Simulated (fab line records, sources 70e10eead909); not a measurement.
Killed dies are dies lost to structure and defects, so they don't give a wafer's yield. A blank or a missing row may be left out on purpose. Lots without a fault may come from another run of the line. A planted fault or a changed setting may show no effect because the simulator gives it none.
Which tool did it? | flow nand_harc | 23 lots, 69 wafers sampled, at 6 steps of a route of 1302

WHAT THE GAUGES READ, wafer by wafer
The record holds no reading of a measuring or inspecting step that can be judged against a usual standard deviation.

WHICH TOOL RAN EACH LOT (tool, then ch and the chambers of the sampled wafers, then the start)
lot  | NHARC_P_STI_ETCH_42                | NHARC_P_GATE_STRIP_112               | NHARC_P_M1_ETCH_28                            | NHARC_P_M1_DEGAS_29          | NHARC_P_M1_PVD_21                       | NHARC_P_M2_DESCUM_14
L074 | rie_diel-09 ch 2,3, day 2 02:52    | plasma_asher-01 ch 0,1, day 4 20:26  | rie_diel-09 ch 0,3, day 5 11:38 or earlier    | pvd_sputter-01, day 5 11:38  | pvd_sputter-01, day 5 15:04 or earlier  | rie_diel-04 ch 0,1, day 5 15:04
L075 | rie_diel-09 ch 0,2, day 2 08:28    | plasma_asher-02 ch 0,1, day 5 00:44  | rie_diel-09 ch 0,1,2, day 5 15:53 or earlier  | pvd_sputter-01, day 5 15:53  | pvd_sputter-01, day 5 19:02 or earlier  | rie_diel-05 ch 0,1,2, day 5 19:02
L076 | rie_diel-09 ch 1,3, day 2 14:49    | plasma_asher-02 ch 1, day 5 09:52    | rie_diel-12 ch 0,1,2, day 6 01:45 or earlier  | pvd_sputter-02, day 6 01:45  | pvd_sputter-02, day 6 04:46 or earlier  | rie_diel-04 ch 0,2,3, day 6 04:46
L077 | rie_diel-04 ch 0,2, day 3 06:15    | plasma_asher-01 ch 0,1, day 6 06:52  | rie_diel-12 ch 0,1,3, day 7 16:43 or earlier  | pvd_sputter-02, day 7 16:43  | pvd_sputter-02, day 7 19:50 or earlier  | rie_diel-04 ch 1,3, day 7 19:50
L079 | rie_diel-04 ch 0,3, day 3 20:41    | plasma_asher-02 ch 0,1, day 6 13:29  | rie_diel-09 ch 1,3, day 7 05:16 or earlier    | pvd_sputter-01, day 7 05:16  | pvd_sputter-01, day 7 08:29 or earlier  | rie_diel-04 ch 0,1,3, day 7 08:29
L080 | rie_diel-09 ch 2,3, day 4 07:13    | plasma_asher-02 ch 0,1, day 7 06:14  | rie_diel-09 ch 1,2,3, day 7 21:57 or earlier  | pvd_sputter-03, day 7 21:57  | pvd_sputter-03, day 8 01:10 or earlier  | rie_diel-05 ch 0,3, day 8 01:10
L081 | rie_diel-04 ch 2,3, day 4 18:47    | plasma_asher-02 ch 1, day 7 19:36    | rie_diel-12 ch 1,2,3, day 8 10:56 or earlier  | pvd_sputter-02, day 8 10:56  | pvd_sputter-02, day 8 14:02 or earlier  | rie_diel-04 ch 1,2,3, day 8 14:02
L082 | rie_diel-04 ch 0,1,2, day 5 03:19  | plasma_asher-01 ch 0,1, day 7 20:15  | rie_diel-12 ch 0,2,3, day 8 11:39 or earlier  | pvd_sputter-01, day 8 11:39  | pvd_sputter-01, day 8 14:47 or earlier  | rie_diel-04 ch 1,2, day 8 14:47
L083 | rie_diel-09 ch 1,2, day 5 19:14    | plasma_asher-02 ch 0,1, day 8 17:31  | rie_diel-12 ch 0,1,3, day 9 08:52 or earlier  | pvd_sputter-01, day 9 08:52  | pvd_sputter-01, day 9 12:00 or earlier  | rie_diel-04 ch 0,1,3, day 9 12:00
L084 | rie_diel-04 ch 0,1,3, day 6 01:25  | plasma_asher-01 ch 0,1, day 8 23:08  | rie_diel-09 ch 0,1,3, day 9 14:20 or earlier  | pvd_sputter-03, day 9 14:20  | pvd_sputter-03, day 9 17:49 or earlier  | rie_diel-03 ch 0,1,2, day 9 17:49
L085 | rie_diel-09 ch 1,3, day 6 09:04    | plasma_asher-02 ch 0,1, day 9 03:02  | rie_diel-09 ch 0,2,3, day 9 18:19 or earlier  | pvd_sputter-03, day 9 18:19  | pvd_sputter-03, day 9 21:25 or earlier  | rie_diel-04 ch 0,1,3, day 9 21:25
L086 | rie_diel-12 ch 2,3, day 6 18:32    | plasma_asher-01 ch 0,1, day 9 16:36  | rie_diel-12 ch 0,3, day 10 08:28 or earlier   | pvd_sputter-03, day 10 08:28 | pvd_sputter-03, day 10 11:36 or earlier | rie_diel-04 ch 1,3, day 10 11:36
L087 | rie_diel-04 ch 1,2,3, day 7 05:55  | plasma_asher-02 ch 0,1, day 10 01:10 | rie_diel-08 ch 1,2,3, day 10 16:17 or earlier | pvd_sputter-03, day 10 16:17 | pvd_sputter-03, day 10 19:25 or earlier | rie_diel-04 ch 1,2,3, day 10 19:25
L088 | rie_diel-12 ch 1,3, day 7 17:01    | plasma_asher-01 ch 0,1, day 10 13:04 | rie_diel-09 ch 0,2, day 11 04:42 or earlier   | pvd_sputter-02, day 11 04:42 | pvd_sputter-02, day 11 07:52 or earlier | rie_diel-03 ch 0,2, day 11 07:52
L089 | rie_diel-09 ch 2,3, day 8 02:18    | plasma_asher-01 ch 0,1, day 10 17:26 | rie_diel-09 ch 2,3, day 11 08:28 or earlier   | pvd_sputter-03, day 11 08:28 | pvd_sputter-03, day 11 11:37 or earlier | rie_diel-05 ch 0,1,3, day 11 11:37
L090 | rie_diel-04 ch 1,3, day 8 13:32    | plasma_asher-01 ch 0,1, day 11 09:25 | rie_diel-09 ch 2,3, day 12 01:19 or earlier   | pvd_sputter-01, day 12 01:19 | pvd_sputter-01, day 12 04:17 or earlier | rie_diel-05 ch 0,3, day 12 04:17
L091 | rie_diel-12 ch 2,3, day 8 22:42    | plasma_asher-01 ch 0,1, day 12 01:20 | rie_diel-09 ch 1,2, day 12 16:28 or earlier   | pvd_sputter-01, day 12 16:28 | pvd_sputter-01, day 12 19:28 or earlier | rie_diel-04 ch 2,3, day 12 19:28
L092 | rie_diel-04 ch 0,1,2, day 9 08:51  | plasma_asher-02 ch 0,1, day 12 06:28 | rie_diel-08 ch 0,3, day 12 21:44 or earlier   | pvd_sputter-02, day 12 21:44 | pvd_sputter-02, day 13 00:55 or earlier | rie_diel-04 ch 0,1,3, day 13 00:55
L093 | rie_diel-09 ch 0,1,2, day 9 18:40  | plasma_asher-01 ch 0,1, day 12 21:22 | rie_diel-12 ch 0,1,3, day 13 12:53 or earlier | pvd_sputter-01, day 13 12:53 | pvd_sputter-01, day 13 16:02 or earlier | rie_diel-05 ch 1,2, day 13 16:02
L094 | rie_diel-12 ch 0,2,3, day 10 05:16 | plasma_asher-02 ch 0,1, day 12 21:05 | rie_diel-12 ch 1,2, day 13 12:23 or earlier   | pvd_sputter-03, day 13 12:23 | pvd_sputter-03, day 13 15:52 or earlier | rie_diel-04 ch 1,2,3, day 13 15:52
L095 | rie_diel-04 ch 1,2, day 10 17:16   | plasma_asher-02 ch 0,1, day 13 15:04 | rie_diel-08 ch 0,1,3, day 14 06:16 or earlier | pvd_sputter-01, day 14 06:16 | pvd_sputter-01, day 14 09:41 or earlier | rie_diel-03 ch 1,3, day 14 09:41
L096 | rie_diel-09 ch 1,2,3, day 11 01:53 | plasma_asher-02 ch 0,1, day 13 19:49 | rie_diel-12 ch 1,2,3, day 14 11:31 or earlier | pvd_sputter-02, day 14 11:31 | pvd_sputter-02, day 14 14:33 or earlier | rie_diel-04 ch 0,1,2, day 14 14:33
L097 | rie_diel-09 ch 0,1,3, day 11 08:16 | plasma_asher-01 ch 0,1, day 14 02:48 | rie_diel-09 ch 1,2,3, day 14 18:39 or earlier | pvd_sputter-01, day 14 18:39 | pvd_sputter-01, day 14 21:48 or earlier | rie_diel-03 ch 0,2,3, day 14 21:48
- NHARC_P_STI_ETCH_42: etches the open film in N2/H2, target depth 80 nm, overetch 24 nm, time 61 s.
- NHARC_P_GATE_STRIP_112: strips in N2/H2, time 200 s.
- NHARC_P_M1_ETCH_28: etches the open film in CF4/N2, target depth 30 nm, time 72.99 s.
- NHARC_P_M1_DEGAS_29: time 60 s.
- NHARC_P_M1_PVD_21: deposits Cu, target thk 30 nm, time 20.49 s.
- NHARC_P_M2_DESCUM_14: chemistry O2, time 3 s.

WHAT THE TOOLS THEMSELVES READ (means of the sampled wafers that have a number; where no wafer has one, the mark that the record gives instead)
NHARC_P_STI_ETCH_42.
lot  | tool        | bias_w (W) | drypump_motor_current_A (A) | oes_product_au (a.u.) | rf_vpp_V (V) | showerhead_plenum_p_Torr (Torr) | throttle_valve_pct (%)
L074 | rie_diel-09 | 149.8      | 6.5                         | 0.995                 | 431.4        | 2.08                            | 14.172
L075 | rie_diel-09 | 150.0      | 6.0                         | 0.988                 | 432.2        | 2.12                            | 14.177
L076 | rie_diel-09 | 149.9      | 6.4                         | 0.997                 | 432.4        | 2.11                            | 14.180
L077 | rie_diel-04 | 150.1      | 5.4                         | 1.003                 | 430.0        | 2.02                            | 14.158
L079 | rie_diel-04 | 150.2      | 4.9                         | 0.997                 | 429.2        | 1.99                            | 14.174
L080 | rie_diel-09 | 150.0      | 6.5                         | 0.992                 | 430.3        | 2.08                            | 14.172
L081 | rie_diel-04 | 150.0      | 5.2                         | 1.010                 | 428.3        | 1.95                            | 14.181
L082 | rie_diel-04 | 150.5      | 5.7                         | 1.012                 | 428.5        | 1.99                            | 14.173
L083 | rie_diel-09 | 149.7      | 5.9                         | 0.990                 | 434.1        | 2.17                            | 14.177
L084 | rie_diel-04 | 150.0      | 5.3                         | 0.995                 | 428.7        | 2.00                            | 14.177
L085 | rie_diel-09 | 150.1      | 6.4                         | 0.995                 | 433.3        | 2.11                            | 14.169
L086 | rie_diel-12 | 149.9      | 5.9                         | 1.004                 | 433.7        | 2.16                            | 14.166
L087 | rie_diel-04 | 149.7      | 5.5                         | 0.992                 | 428.8        | 1.96                            | 14.173
L088 | rie_diel-12 | 149.9      | 5.6                         | 1.003                 | 434.0        | 2.15                            | 14.167
L089 | rie_diel-09 | 150.7      | 6.1                         | 0.988                 | 433.1        | 2.13                            | 14.173
L090 | rie_diel-04 | 150.6      | 5.6                         | 1.005                 | 427.5        | 1.97                            | 14.171
L091 | rie_diel-12 | 149.7      | 5.8                         | 1.008                 | 433.5        | 2.16                            | 14.180
L092 | rie_diel-04 | 150.1      | 5.6                         | 1.004                 | 428.9        | 1.99                            | 14.176
L093 | rie_diel-09 | 150.0      | 6.0                         | 0.991                 | 432.9        | 2.13                            | 14.175
L094 | rie_diel-12 | 150.2      | 5.8                         | 0.993                 | 432.7        | 2.11                            | 14.170
L095 | rie_diel-04 | 149.8      | 5.8                         | 1.011                 | 428.6        | 1.95                            | 14.172
L096 | rie_diel-09 | 150.1      | 6.2                         | 1.002                 | 433.6        | 2.12                            | 14.175
L097 | rie_diel-09 | 150.2      | 6.3                         | 1.004                 | 431.3        | 2.08                            | 14.177

NHARC_P_GATE_STRIP_112.
lot  | tool            | drypump_motor_current_A (A) | heater_power_w (W)
L074 | plasma_asher-01 | 5.5                         | 95
L075 | plasma_asher-02 | 6.2                         | 85
L076 | plasma_asher-02 | 6.1                         | 98
L077 | plasma_asher-01 | 5.5                         | 92
L079 | plasma_asher-02 | 6.2                         | 90
L080 | plasma_asher-02 | 6.2                         | 91
L081 | plasma_asher-02 | 6.2                         | 99
L082 | plasma_asher-01 | 5.5                         | 91
L083 | plasma_asher-02 | 6.2                         | 92
L084 | plasma_asher-01 | 5.5                         | 91
L085 | plasma_asher-02 | 6.2                         | 93
L086 | plasma_asher-01 | 5.5                         | 90
L087 | plasma_asher-02 | 6.2                         | 90
L088 | plasma_asher-01 | 5.5                         | 90
L089 | plasma_asher-01 | 5.3                         | 89
L090 | plasma_asher-01 | 5.3                         | 88
L091 | plasma_asher-01 | 5.3                         | 89
L092 | plasma_asher-02 | 6.2                         | 83
L093 | plasma_asher-01 | 5.3                         | 87
L094 | plasma_asher-02 | 6.2                         | 88
L095 | plasma_asher-02 | 6.2                         | 88
L096 | plasma_asher-02 | 6.2                         | 83
L097 | plasma_asher-01 | 5.5                         | 91

NHARC_P_M1_ETCH_28.
lot  | tool        | bias_w (W) | drypump_motor_current_A (A) | oes_product_au (a.u.) | rf_vpp_V (V) | showerhead_plenum_p_Torr (Torr) | throttle_valve_pct (%)
L074 | rie_diel-09 | 100.0      | 6.3                         | 0.996                 | 314.4        | 2.66                            | 19.793
L075 | rie_diel-09 | 100.1      | 6.0                         | 0.991                 | 317.2        | 2.74                            | 19.795
L076 | rie_diel-12 | 100.1      | 5.6                         | 0.990                 | 315.0        | 2.71                            | 19.788
L077 | rie_diel-12 | 100.3      | 5.7                         | 0.992                 | 316.0        | 2.70                            | 19.799
L079 | rie_diel-09 | 100.0      | 6.3                         | 0.992                 | 315.0        | 2.70                            | 19.797
L080 | rie_diel-09 | 100.2      | 6.2                         | 0.991                 | 315.7        | 2.72                            | 19.793
L081 | rie_diel-12 | 99.9       | 5.7                         | 1.001                 | 315.7        | 2.76                            | 19.784
L082 | rie_diel-12 | 100.2      | 5.8                         | 0.994                 | 315.4        | 2.71                            | 19.799
L083 | rie_diel-12 | 99.9       | 5.7                         | 0.991                 | 315.5        | 2.70                            | 19.791
L084 | rie_diel-09 | 100.0      | 6.3                         | 0.996                 | 314.5        | 2.68                            | 19.805
L085 | rie_diel-09 | 100.1      | 6.2                         | 0.997                 | 315.8        | 2.69                            | 19.799
L086 | rie_diel-12 | 100.3      | 5.8                         | 0.993                 | 315.8        | 2.69                            | 19.793
L087 | rie_diel-08 | 99.9       | 5.8                         | 1.005                 | 313.2        | 2.55                            | 19.794
L088 | rie_diel-09 | 99.7       | 5.9                         | 0.986                 | 316.1        | 2.75                            | 19.802
L089 | rie_diel-09 | 99.8       | 6.5                         | 1.002                 | 315.0        | 2.67                            | 19.804
L090 | rie_diel-09 | 100.1      | 6.1                         | 0.994                 | 316.1        | 2.73                            | 19.796
L091 | rie_diel-09 | 100.2      | 5.9                         | 0.989                 | 317.1        | 2.78                            | 19.788
L092 | rie_diel-08 | 99.8       | 5.5                         | 1.004                 | 312.2        | 2.60                            | 19.795
L093 | rie_diel-12 | 99.7       | 5.7                         | 1.000                 | 315.2        | 2.70                            | 19.792
L094 | rie_diel-12 | 100.0      | 5.6                         | 0.988                 | 317.1        | 2.76                            | 19.801
L095 | rie_diel-08 | 99.9       | 5.5                         | 1.013                 | 313.6        | 2.60                            | 19.789
L096 | rie_diel-12 | 99.9       | 5.7                         | 0.987                 | 316.5        | 2.76                            | 19.793
L097 | rie_diel-09 | 100.1      | 6.3                         | 0.995                 | 315.4        | 2.71                            | 19.800

NHARC_P_M1_DEGAS_29.
lot  | tool           | heater_power_w (W)
L074 | pvd_sputter-01 | 334
L075 | pvd_sputter-01 | 332
L076 | pvd_sputter-02 | 324
L077 | pvd_sputter-02 | 335
L079 | pvd_sputter-01 | 308
L080 | pvd_sputter-03 | 296
L081 | pvd_sputter-02 | 353
L082 | pvd_sputter-01 | 308
L083 | pvd_sputter-01 | 287
L084 | pvd_sputter-03 | 311
L085 | pvd_sputter-03 | 301
L086 | pvd_sputter-03 | 305
L087 | pvd_sputter-03 | 301
L088 | pvd_sputter-02 | 363
L089 | pvd_sputter-03 | 316
L090 | pvd_sputter-01 | 312
L091 | pvd_sputter-01 | 300
L092 | pvd_sputter-02 | 325
L093 | pvd_sputter-01 | 286
L094 | pvd_sputter-03 | 322
L095 | pvd_sputter-01 | 308
L096 | pvd_sputter-02 | 350
L097 | pvd_sputter-01 | 315

NHARC_P_M1_PVD_21.
lot  | tool           | cathode_dc_power_W (W) | throttle_valve_pct (%)
L074 | pvd_sputter-01 | 5000.2                 | 31.7
L075 | pvd_sputter-01 | 4999.4                 | 31.5
L076 | pvd_sputter-02 | 5000.1                 | 30.4
L077 | pvd_sputter-02 | 5000.5                 | 30.5
L079 | pvd_sputter-01 | 5000.0                 | 30.8
L080 | pvd_sputter-03 | 5000.6                 | 30.3
L081 | pvd_sputter-02 | 5000.6                 | 30.6
L082 | pvd_sputter-01 | 5000.8                 | 30.9
L083 | pvd_sputter-01 | 5000.7                 | 30.4
L084 | pvd_sputter-03 | 5000.0                 | 30.7
L085 | pvd_sputter-03 | 5000.7                 | 30.1
L086 | pvd_sputter-03 | 4998.8                 | 31.2
L087 | pvd_sputter-03 | 4999.6                 | 30.3
L088 | pvd_sputter-02 | 5000.3                 | 30.5
L089 | pvd_sputter-03 | 5000.2                 | 30.8
L090 | pvd_sputter-01 | 5000.2                 | 30.1
L091 | pvd_sputter-01 | 5000.3                 | 31.2
L092 | pvd_sputter-02 | 5000.0                 | 29.7
L093 | pvd_sputter-01 | 5001.1                 | 30.8
L094 | pvd_sputter-03 | 5000.2                 | 30.7
L095 | pvd_sputter-01 | 5000.2                 | 30.0
L096 | pvd_sputter-02 | 5000.4                 | 30.3
L097 | pvd_sputter-01 | 5000.0                 | 31.2

NHARC_P_M2_DESCUM_14.
lot  | tool        | drypump_motor_current_A (A) | oes_product_au (a.u.) | rf_vpp_V (V) | showerhead_plenum_p_Torr (Torr) | throttle_valve_pct (%)
L074 | rie_diel-04 | 5.4                         | 0.999                 | 58.3         | 1.90                            | 11.311
L075 | rie_diel-05 | 5.9                         | 0.997                 | 58.0         | 1.94                            | 11.312
L076 | rie_diel-04 | 5.2                         | 1.001                 | 57.3         | 1.86                            | 11.312
L077 | rie_diel-04 | 5.5                         | 1.012                 | 57.1         | 1.85                            | 11.311
L079 | rie_diel-04 | 5.3                         | 1.002                 | 58.1         | 1.87                            | 11.300
L080 | rie_diel-05 | 5.9                         | 0.986                 | 58.3         | 1.93                            | 11.310
L081 | rie_diel-04 | 5.5                         | 1.012                 | 57.2         | 1.84                            | 11.308
L082 | rie_diel-04 | 5.8                         | 1.016                 | 58.0         | 1.83                            | 11.302
L083 | rie_diel-04 | 5.3                         | 1.003                 | 57.7         | 1.87                            | 11.318
L084 | rie_diel-03 | 5.2                         | 0.997                 | 57.9         | 1.99                            | 11.311
L085 | rie_diel-04 | 5.3                         | 0.999                 | 57.1         | 1.87                            | 11.308
L086 | rie_diel-04 | 5.5                         | 1.001                 | 58.8         | 1.85                            | 11.310
L087 | rie_diel-04 | 5.5                         | 1.004                 | 57.6         | 1.84                            | 11.303
L088 | rie_diel-03 | 5.3                         | 0.990                 | 57.5         | 1.98                            | 11.311
L089 | rie_diel-05 | 5.9                         | 0.992                 | 58.8         | 1.93                            | 11.311
L090 | rie_diel-05 | 6.0                         | 0.995                 | 58.2         | 1.89                            | 11.308
L091 | rie_diel-04 | 5.4                         | 1.003                 | 57.6         | 1.83                            | 11.310
L092 | rie_diel-04 | 5.3                         | 1.005                 | 57.3         | 1.87                            | 11.310
L093 | rie_diel-05 | 5.8                         | 0.998                 | 57.9         | 1.98                            | 11.304
L094 | rie_diel-04 | 5.5                         | 1.006                 | 57.3         | 1.84                            | 11.314
L095 | rie_diel-03 | 5.3                         | 1.011                 | 58.4         | 1.98                            | 11.313
L096 | rie_diel-04 | 5.6                         | 1.002                 | 56.4         | 1.87                            | 11.311
L097 | rie_diel-03 | 5.3                         | 0.997                 | 58.0         | 1.94                            | 11.308

THE ANSWER, worked out from the rows above alone
Rule: what is usual is taken from the lots themselves. Put in order of their means at a reading, lots are off if they are a third of the lots or fewer, leave a main group of 4 or more, and stand apart from it by a gap of 3 or more times the standard deviation of the main group's means; of several such gaps the widest counts. A main group whose means are all the same, to the digits that the tables above print for the reading, isn't used. A lot without any number at a reading at which 4 lots or more have one is off too. The other lots that the step has rows for count as sound. The gauges are gone through in route order, then the tools' own readings, and for those a lot's mean is taken as printed above. The first step at which some lot is off is used, and at that step the reading that is off furthest; a lot without a number counts as furthest.
No lot is off at any reading shown: from this, nothing can be told.

WHAT THE SIMULATOR HAD PUT IN
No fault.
